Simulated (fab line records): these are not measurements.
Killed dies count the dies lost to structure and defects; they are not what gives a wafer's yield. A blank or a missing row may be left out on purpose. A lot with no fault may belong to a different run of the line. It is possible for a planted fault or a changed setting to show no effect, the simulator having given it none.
Which tool did it?    flow nand_harc    6 lots with 18 wafers sampled at 5 steps, on a route of 1159 steps

## WHAT THE GAUGES SHOWED, per wafer
NHARC_END_SORT_01.
lot   measured      on         killed_at_array
L982  day 21 21:52  prober-01  49 287 40

## WHAT TOOL EACH LOT RAN ON (gives the tool, then ch and the chambers of the sampled wafers, and finally the start)
lot   NHARC_A_STAIRCASE_CMP_152      NHARC_A_STAIRCASE_CMP_472      NHARC_A_SGD_CUT_DEP_00           NHARC_A_SGD_CUT_DESCUM_14
L974  cmp-02 ch 1,3, day 13 20:12    cmp-03 ch 0,1,2, day 13 21:38  pecvd-02 ch 1,2, day 13 22:05    rie_diel-07 ch 1,2, day 13 22:58
L978  cmp-04 ch 2,3, day 14 10:20    cmp-02 ch 1,2,3, day 14 11:48  pecvd-03 ch 0,2, day 14 12:19    rie_diel-07 ch 2,3, day 14 13:06
L977  cmp-02 ch 1,2,3, day 14 17:45  cmp-03 ch 0,1,3, day 14 19:15  pecvd-01 ch 0,1, day 14 19:40    rie_diel-07 ch 1,2,3, day 14 20:35
L982  cmp-02 ch 0,2,3, day 15 21:54  cmp-04 ch 0,1,2, day 15 23:18  pecvd-01 ch 0,2, day 15 23:43    rie_diel-12 ch 0,1, day 16 03:10
L991  cmp-03 ch 2,3, day 18 10:05    cmp-03 ch 0,1,2, day 18 11:31  pecvd-02 ch 0,1,2, day 18 11:56  rie_diel-03 ch 2,3, day 18 12:50
L996  cmp-03 ch 0,2, day 19 12:05    cmp-03 ch 0,1,2, day 19 13:30  pecvd-01 ch 0,1,2, day 19 13:53  rie_diel-07 ch 2,3, day 19 14:49
- NHARC_A_STAIRCASE_CMP_152: polishes.
- NHARC_A_STAIRCASE_CMP_472: polishes SiO2.
- NHARC_A_SGD_CUT_DEP_00: deposits SiNx, target thk 50 nm.
- NHARC_A_SGD_CUT_DESCUM_14: chemistry O2, time 3 s.

## THE ANSWER, worked out from the rows above alone
Rule: the usual values come from the lots themselves. Put in order of their means at a reading, lots are off if they are a third of the lots or fewer, leave a main group of 4 or more, and stand apart from it by a gap of 3 or more times the standard deviation of the main group's means; of several such gaps the widest counts. Not used: any main group whose means are identical at the precision the tables above print for the reading. Also off: a lot with no number at a reading for which 4 or more lots have one. Any other lot the step has rows for is counted as sound.
No lot is off on any of the readings shown, so nothing can be concluded from this.

## WHAT THE SIMULATOR HAD INSERTED
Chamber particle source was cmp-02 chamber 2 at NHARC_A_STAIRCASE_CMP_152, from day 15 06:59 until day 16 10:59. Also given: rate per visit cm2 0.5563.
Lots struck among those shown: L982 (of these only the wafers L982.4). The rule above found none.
